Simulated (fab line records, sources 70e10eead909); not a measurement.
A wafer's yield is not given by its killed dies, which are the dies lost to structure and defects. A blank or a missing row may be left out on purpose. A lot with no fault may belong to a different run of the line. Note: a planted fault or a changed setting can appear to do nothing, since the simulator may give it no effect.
A lot that was struck, set against a sound lot / flow nand_harc / 14 out of 1302 route steps
Sound: the wafers L891.1, L891.3, L891.6. The struck wafers were L894.3, L894.5, L894.6. The cause is named last.
At each step with rows: each side's tool, then ch and its chambers, then its first start. Under that, the readings that differ: sound wafers / struck wafers / difference of the means / sigmas: that difference in standard deviations of wafers without a fault.
alike: a reading whose means differ by less than 2 such deviations, as well as words and numbers matching on both sides. not compared: withheld readings; readings where some wafer has no value; bounds like >300 that might hide an equal value; numbers whose values overlap and for which the record gives no deviation.
Wherever a step has rows on one side only, a row that says differs or no value, or a row with sigmas, the two part there. Non-overlapping numbers with no deviation appear without sigmas and do not part them. A reading missing from all wafers of one side parts the sides only when that side holds two or more wafers.

first, 4 steps without rows for these wafers: NHARC_P_M2_PRE_CLEAN_30 (time 30 s); NHARC_P_M2_PVD_20 (deposits TaN, target thk 5 nm, time 8.06 s); NHARC_P_M2_PVD_21 (deposits Cu, target thk 30 nm, time 20.49 s); NHARC_P_M2_ECD_22 (material Cu, target thk 400 nm).
NHARC_P_M2_ANNEAL_31: time 90 s.
  sound on rtp_anneal-02 ch 0, day 10 07:10; struck on rtp_anneal-02 ch 0, day 11 09:50
  alike: wafer_temp_C_max
NHARC_P_M2_CMP_23: polishes, t overpolish 20 s, target thk 144.3 nm.
  sound on cmp-02 ch 0,1,2, day 10 07:34; struck on cmp-04 ch 1,2, day 11 10:07
  alike: motor_current_A, retaining_ring_pressure_frac, time_to_endpoint_s
NHARC_P_M2_THK_MEAS_24: measures by xrf.
  sound on film_metro-01 at day 10 07:49; struck on film_metro-02 at day 11 10:24
  alike: thk_nm
following that, these wafers have no rows for 1 step: NHARC_P_M2_SRD_25.
NHARC_P_M2_INSPECT_27:
  sound on defect_inspect-02 at day 10 07:58; struck on defect_inspect-01 at day 11 10:33
  alike: raw_defect_count
NHARC_P_M2_PRE_CLEAN_32: time 12 s.
  sound on pecvd-04 ch 0,1, day 10 08:02; struck on pecvd-04 ch 0,1,2, day 11 10:39
  alike: heater_power_w, susceptor_temp_C
NHARC_P_M2_DEP_33: deposits SiCN, target thk 30 nm.
  sound on pecvd-04 ch 0,1, day 10 08:07; struck on pecvd-04 ch 0,1,2, day 11 10:46
  alike: chamber_pressure_Torr, heater_power_w, susceptor_temp_C
NHARC_P_BONDPAD_DEP_00: deposits SiCN, target thk 250 nm.
  sound on pecvd-04 ch 0,1,2, day 10 08:31; struck on pecvd-02 ch 0,1,2, day 11 11:46
  alike: chamber_pressure_Torr, heater_power_w, susceptor_temp_C
NHARC_P_BONDPAD_CMP_32: polishes SiCN, target thk 200 nm.
  sound on cmp-01 ch 1,3, day 10 08:56; struck on cmp-04 ch 2,3, day 11 12:15
  alike: motor_current_A, retaining_ring_pressure_frac
NHARC_END_SORT_01:
  the record has rows for the sound wafers here (prober-01 ch 0, day 28 06:19) and none for the struck ones

== WHERE THEY PART ==
At NHARC_END_SORT_01 and nowhere else, as far as this record goes.

WHY: whatever the simulator had introduced
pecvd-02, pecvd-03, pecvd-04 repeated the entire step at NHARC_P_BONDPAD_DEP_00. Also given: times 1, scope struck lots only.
